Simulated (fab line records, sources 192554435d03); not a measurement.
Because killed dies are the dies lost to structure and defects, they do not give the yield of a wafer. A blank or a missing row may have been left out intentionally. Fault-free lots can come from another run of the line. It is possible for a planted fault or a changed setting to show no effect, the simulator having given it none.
fab line records | flow n5_finfet | part 2 of 2: steps 19 to 25 of 25
record: lots: 5 | wafers: 15 | last_day: 18
route steps=1938 shown HKMG_FIN@426
lots with no fault: from the same line, run without faults
start_h: hours from the record's opening day to when the first of the lot's shown wafers began | wait_h: hours from the lot's prior step to this one | " unchanged from the row above | L1.1+2: one row covering several wafers at once | - no value, or no start was given | * or withheld: withheld | < > ~ a bound
route shown NAME@n: a module of which the file shows steps, and the number in the route of the first | usual: mean and standard deviation over wafers with no fault | same: alike in all rows | chamber/n: place in a boat | sites: per-site readings | _std_site: the values' standard deviation | _edge_site: outer sites' mean less inner sites' | radius_mm: for every site, how far away it sits from the centre of the wafer | mask NAME#n: copy n | behind: the last tool/chamber to shape the wafer | hold: what put the lot on hold/how long, in hours/how the hold closed | device: the n, p or np transistor that did not switch | end of line: at the end of the route, the tests of the same wafers | a step with no rows: only its recipe | killed: count of dies lost to structure and defects at first sort (not the wafer's yield) | map: the dies of a wafer, with x for killed, . for not killed, _ for no die there
set.NAME: the setting the step ran with; set.NAME@STEP: the setting that earlier step ran with | model.NAME: the simulator's own value behind a step, which no gauge read
lots at some steps of the route; a table a step, a row a wafer
services: from which hour (start_h, from the record's first day; less than 0 if before it) a tool's chamber was out of use, for how many hours, and why
== steps ==
step: N5_HKMG_FIN_ETCH_86
recipe: chemistry: N2/H2 | target: SOC | target_depth_a: 3932 | stop_on: TiN | ion_energy_ev: 100 | bias_w: 61 | pressure_mtorr: 30 | source_w: 850 | n2_flow_sccm: 200 | h2_flow_sccm: 200
usual: drypump_motor_current_A: 6.0/0.43 | oes_product_au: 0.76/0.079 | rf_vpp_V: 240.8/1.5 | showerhead_plenum_p_Torr: 2.54/0.1 | throttle_valve_pct: 17.80/0.23
lot.wafer | tool        | chamber | start_h | wait_h | drypump_motor_current_A | oes_product_au | rf_hours_counter_h | rf_vpp_V | showerhead_plenum_p_Torr | throttle_valve_pct
L075.1    | rie_diel-04 | 3       | 84.29   | -      | 5.8                     | 0.70           | 215                | 240.0    | 2.42                     | 17.53
L075.4    | "           | 1       | "       | "      | 5.8                     | 0.71           | 218                | 241.1    | 2.62                     | 17.87
L075.5    | "           | 3       | "       | "      | 5.8                     | 0.69           | -                  | 240.3    | 2.42                     | 17.55
L079.2    | rie_diel-02 | 1       | 110.61  | -      | 6.3                     | 0.86           | 48                 | 241.4    | 2.58                     | 17.65
L079.3    | "           | 2       | "       | "      | 5.8                     | 0.71           | 213                | 240.5    | 2.49                     | 17.61
L079.4    | "           | 0       | "       | "      | 5.8                     | 0.74           | 154                | 239.0    | 2.42                     | 17.54
L085.2    | rie_diel-04 | 1       | 145.49  | -      | 5.8                     | 0.70           | 239                | 241.3    | 2.61                     | 17.89
L085.4    | "           | 2       | "       | "      | 6.0                     | 0.84           | 60                 | 242.7    | 2.68                     | 17.77
L085.6    | "           | 1       | "       | "      | 5.8                     | 0.70           | -                  | 242.1    | 2.61                     | 17.90
L091.1    | rie_diel-06 | 0       | 179.55  | -      | 6.4                     | 0.75           | 134                | 240.4    | 2.56                     | 17.78
L091.4    | "           | 2       | "       | "      | 4.9                     | 0.72           | -                  | 239.5    | 2.52                     | 18.05
L091.6    | "           | 1       | "       | "      | 5.8                     | 0.80           | -                  | 240.3    | 2.46                     | 17.64
L096.1    | rie_diel-02 | 2       | 210.10  | -      | 5.9                     | 0.68           | 249                | 239.0    | 2.48                     | 17.68
L096.2    | "           | 0       | "       | "      | 5.8                     | 0.71           | 190                | 240.5    | 2.41                     | 17.62
L096.3    | "           | 3       | "       | "      | 6.8                     | 0.67           | 244                | 240.2    | 2.49                     | 18.25
step: N5_HKMG_FIN_STRIP_89
recipe: chemistry: N2/H2 | material: SOC | time_s: 20 | power_w: 500 | temp_c: 40 | pressure_mtorr: 50 | rf_frequency_hz: 6e+07 | bias_power_w: 8 | h2_frac: 0.5 | n2_flow_sccm: 300 | h2_flow_sccm: 300
usual: drypump_motor_current_A: 6.0/0.43 | oes_product_au: 0.76/0.08 | rf_vpp_V: 54.2/0.92 | showerhead_plenum_p_Torr: 3.36/0.13 | throttle_valve_pct: 19.0/0.39
same: time_s: 20
lot.wafer | tool        | chamber | start_h | wait_h | drypump_motor_current_A | oes_product_au | rf_hours_counter_h | rf_vpp_V | showerhead_plenum_p_Torr | throttle_valve_pct
L075.1    | rie_diel-04 | 3       | 84.35   | 0.0    | 5.9                     | 0.73           | 215                | 54.9     | 3.20                     | 18.5
L075.4    | "           | 1       | "       | "      | 5.8                     | 0.70           | 218                | 54.6     | 3.45                     | 18.9
L075.5    | "           | 3       | "       | "      | 5.8                     | 0.73           | -                  | 53.3     | 3.20                     | 18.4
L079.2    | rie_diel-02 | 1       | 110.67  | 0.0    | 6.4                     | 0.85           | 49                 | 53.7     | 3.40                     | 18.6
L079.3    | "           | 2       | "       | "      | 5.9                     | 0.72           | 213                | 53.6     | 3.30                     | 18.5
L079.4    | "           | 0       | "       | "      | 5.8                     | 0.73           | 154                | 53.3     | 3.20                     | 18.8
L085.2    | rie_diel-04 | 1       | 145.55  | 0.0    | 5.9                     | 0.68           | 239                | 56.0     | 3.44                     | 19.0
L085.4    | "           | 2       | "       | "      | 6.0                     | 0.86           | 60                 | 55.3     | 3.54                     | 19.2
L085.6    | "           | 1       | "       | "      | 5.8                     | 0.68           | -                  | 53.2     | 3.44                     | 19.0
L091.1    | rie_diel-06 | 0       | 179.61  | 0.0    | 6.4                     | 0.75           | 135                | 55.4     | 3.38                     | 19.3
L091.4    | "           | 2       | "       | "      | 4.9                     | 0.73           | -                  | 54.3     | 3.34                     | 19.9
L091.6    | "           | 1       | "       | "      | 5.8                     | 0.81           | -                  | 53.2     | 3.26                     | 19.0
L096.1    | rie_diel-02 | 2       | 210.16  | 0.0    | 5.9                     | 0.69           | 249                | 55.5     | 3.28                     | 18.6
L096.2    | "           | 0       | "       | "      | 5.7                     | 0.71           | 190                | 54.7     | 3.19                     | 18.8
L096.3    | "           | 3       | "       | "      | 6.8                     | 0.66           | 244                | 53.0     | 3.29                     | 19.3
step: N5_HKMG_FIN_WET_ETCH_87
recipe: chemistry: SC1 | target: TiN | mix: 1:2:40 | temp_c: 50 | time_s: 154.2 | target_depth_nm: 4.7 | dry: ipa_marangoni | rinse_time_s: 30 | rinse_temp_c: 23
same: time_s: 154.2
lot.wafer  | tool         | chamber | start_h | wait_h
L075.1+4+5 | wet_bench-01 | 7,0,5   | 84.45   | 0.1
L079.2+3+4 | wet_bench-02 | 6,2,5   | 110.77  | 0.1
L085.2+4+6 | wet_bench-01 | 6,4,0   | 145.65  | 0.1
L091.1+4+6 | wet_bench-01 | 0,6,7   | 179.71  | 0.1
L096.1+2+3 | wet_bench-06 | 5,6,2   | 210.26  | 0.1
step: N5_HKMG_FIN_STRIP_88
recipe: chemistry: N2/H2 | power_w: 2500 | temp_c: 300 | h2_frac: 0.65 | time_s: 360 | pressure_mtorr: withheld | n2_flow_sccm: 1750 | h2_flow_sccm: 3250
usual: drypump_motor_current_A: 5.7/0.41 | heater_power_w: 500/33
same: time_s: 360
lot.wafer | tool            | chamber | start_h | wait_h | drypump_motor_current_A | heater_power_w | rf_hours_counter_h
L075.1    | plasma_asher-02 | 0       | 84.60   | 0.0    | 5.1                     | 514            | 78
L075.4    | "               | 1       | "       | "      | 5.8                     | 443            | -
L075.5    | "               | 1       | "       | "      | 5.8                     | 440            | -
L079.2    | plasma_asher-01 | 1       | 110.86  | 0.0    | 6.3                     | 537            | 53
L079.3    | "               | 0       | "       | "      | 5.5                     | 501            | -
L079.4    | "               | 1       | "       | "      | 6.3                     | 537            | -
L085.2    | plasma_asher-01 | 1       | 145.74  | 0.0    | 6.3                     | 538            | 59
L085.4    | "               | 1       | "       | "      | 6.3                     | 545            | -
L085.6    | "               | 0       | "       | "      | 5.5                     | 496            | -
L091.1    | plasma_asher-02 | 1       | 179.79  | 0.0    | 5.8                     | 452            | 98
L091.4    | "               | 1       | "       | "      | 5.8                     | 444            | -
L091.6    | "               | 1       | "       | "      | 5.8                     | 454            | -
L096.1    | plasma_asher-01 | 0       | 210.36  | 0.0    | 5.5                     | 493            | 73
L096.2    | "               | 1       | "       | "      | 6.2                     | 539            | 73
L096.3    | "               | 1       | "       | "      | 6.2                     | 543            | -
step: N5_HKMG_FIN_NWFM_ALD_20
recipe: material: TiAlC | target_thk_a: 20 | temp_c: 300 | ald_precursor_family: TiCl4 | ald_co_reactant: TEA | pulse_time_s: 3 | purge_time_s: 2 | co_reactant_purge_time_s: 2 | co_reactant_pulse_time_s: 10 | ald_cycles: 7 | pressure_torr: 3
usual: heater_power_outer_w: 264/33 | heater_power_w: 479/66 | precursor_pulse_height_rel: 1.000/0.022
lot.wafer | tool         | chamber | start_h | wait_h | heater_power_outer_w | heater_power_w | precursor_pulse_height_rel | since_wet_clean_h
L075.1    | ald_metal-04 | 3       | 84.99   | 0.3    | 320                  | 544            | 0.980                      | 5902
L075.4    | "            | 2       | "       | "      | 283                  | 512            | 1.018                      | 5902
L075.5    | "            | 0       | "       | "      | 294                  | 530            | 0.992                      | -
L079.2    | ald_metal-01 | 0       | 111.24  | 0.3    | 309                  | 627            | 1.012                      | 4390
L079.3    | "            | 1       | "       | "      | 276                  | 502            | 0.998                      | 4390
L079.4    | "            | 3       | "       | "      | 267                  | 436            | 0.975                      | 4390
L085.2    | ald_metal-02 | 0       | 146.13  | 0.3    | 258                  | 432            | 0.978                      | 2886
L085.4    | "            | 2       | "       | "      | 287                  | 529            | 1.028                      | 2886
L085.6    | "            | 1       | "       | "      | 241                  | 445            | 1.046                      | -
L091.1    | ald_metal-01 | 0       | 180.18  | 0.3    | 299                  | 611            | 1.009                      | 4458
L091.4    | "            | 2       | "       | "      | 209                  | 382            | 0.964                      | 4458
L091.6    | "            | 3       | "       | "      | 264                  | 431            | 1.000                      | -
L096.1    | ald_metal-02 | 2       | 210.74  | 0.3    | 282                  | 525            | 0.972                      | 2951
L096.2    | "            | 3       | "       | "      | 216                  | 403            | 0.987                      | 2951
L096.3    | "            | 1       | "       | "      | 240                  | 453            | 1.008                      | 2951
step: N5_HKMG_FIN_ALD_71
recipe: material: TiN | target_thk_a: 10 | temp_c: 400 | ald_precursor_family: TiCl4 | ald_co_reactant: NH3 | pulse_time_s: 1 | purge_time_s: 3 | co_reactant_purge_time_s: 2 | co_reactant_pulse_time_s: 2 | ald_cycles: 47 | pressure_torr: 3
usual: heater_power_outer_w: 519/65 | heater_power_w: 857/120 | precursor_pulse_height_rel: 0.999/0.02
lot.wafer | tool         | chamber | start_h | wait_h | heater_power_outer_w | heater_power_w | precursor_pulse_height_rel | since_wet_clean_h
L075.1    | ald_metal-04 | 3       | 85.09   | 0.0    | 656                  | 972            | 0.992                      | 5902
L075.4    | "            | 2       | "       | "      | 535                  | 906            | 1.008                      | 5902
L075.5    | "            | 0       | "       | "      | 572                  | 945            | 0.975                      | -
L079.2    | ald_metal-01 | 1       | 111.34  | 0.0    | 534                  | 909            | 0.994                      | 4390
L079.3    | "            | 2       | "       | "      | 402                  | 692            | 0.988                      | 4390
L079.4    | "            | 3       | "       | "      | 518                  | 772            | 0.991                      | 4390
L085.2    | ald_metal-02 | 0       | 146.23  | 0.0    | 507                  | 797            | 1.010                      | 2886
L085.4    | "            | 2       | "       | "      | 555                  | 973            | 1.025                      | 2886
L085.6    | "            | 1       | "       | "      | 477                  | 805            | 0.993                      | -
L091.1    | ald_metal-01 | 0       | 180.28  | 0.0    | 601                  | 1096           | 1.005                      | 4459
L091.4    | "            | 2       | "       | "      | 412                  | 707            | 0.985                      | 4459
L091.6    | "            | 3       | "       | "      | 528                  | 746            | 0.982                      | -
L096.1    | ald_metal-02 | 2       | 210.84  | 0.0    | 559                  | 949            | 1.004                      | 2951
L096.2    | "            | 3       | "       | "      | 431                  | 724            | 0.994                      | 2951
L096.3    | "            | 1       | "       | "      | 482                  | 796            | 0.949                      | 2951
step: N5_HKMG_FIN_COAT_66
recipe: resist: SOC | temp_c: 250 | time_s: 60 | spin_rpm: 1500 | resist_thk_nm: 300
usual: resist_line_temp_C: 22.99/0.1
same: time_s: 60
lot.wafer | tool           | chamber | start_h | wait_h | resist_line_temp_C
L075.1    | litho_track-03 | 0       | 85.36   | 0.2    | 22.97
L075.4    | "              | 0       | "       | "      | 22.94
L075.5    | "              | 0       | "       | "      | 23.00
L079.2    | litho_track-03 | 0       | 111.62  | 0.2    | 23.01
L079.3    | "              | 0       | "       | "      | 23.04
L079.4    | "              | 0       | "       | "      | 23.11
L085.2    | litho_track-03 | 0       | 146.50  | 0.2    | 22.97
L085.4    | "              | 0       | "       | "      | 23.11
L085.6    | "              | 0       | "       | "      | 22.88
L091.1    | litho_track-03 | 0       | 180.55  | 0.2    | 23.07
L091.4    | "              | 0       | "       | "      | 22.89
L091.6    | "              | 0       | "       | "      | 23.08
L096.1    | litho_track-03 | 0       | 211.11  | 0.2    | 22.93
L096.2    | "              | 0       | "       | "      | 23.07
L096.3    | "              | 0       | "       | "      | 23.04
== services ==
tool            | chamber | start_h | hours | kind
rie_diel-04     | -       | 59.92   | 0.3   | repair
wet_bench-06    | -       | 65.36   | 1.9   | repair
arfi_scanner-03 | -       | 66.29   | 1.3   | pm
rie_diel-06     | 3       | 67.20   | 121.0 | repair
rie_diel-02     | 3       | 68.22   | 5.0   | repair
arfi_scanner-03 | -       | 74.55   | 3.1   | pm
arfi_scanner-03 | -       | 85.25   | 1.0   | pm
rie_diel-02     | 2       | 98.16   | 2.6   | repair
arfi_scanner-03 | -       | 103.10  | 0.8   | pm
rie_diel-02     | 3       | 114.24  | 1.8   | repair
arfi_scanner-02 | -       | 114.40  | 0.7   | repair
arfi_scanner-03 | -       | 132.04  | 4.9   | pm
arfi_scanner-02 | -       | 135.32  | 0.8   | pm
rie_diel-04     | -       | 137.64  | 1.0   | repair
plasma_asher-01 | -       | 148.73  | 0.3   | repair
plasma_asher-01 | -       | 155.41  | 2.2   | repair
rie_diel-02     | -       | 158.13  | 14.6  | pm
ald_metal-02    | 2       | 160.48  | 11.7  | repair
wet_bench-01    | -       | 171.16  | 0.8   | repair
ald_metal-02    | -       | 174.72  | 14.6  | pm
rie_diel-06     | 2       | 189.17  | 6.4   | repair
rie_diel-06     | -       | 195.09  | 0.2   | repair
plasma_asher-01 | -       | 201.50  | 0.9   | repair
plasma_asher-02 | -       | 205.23  | 9.1   | repair
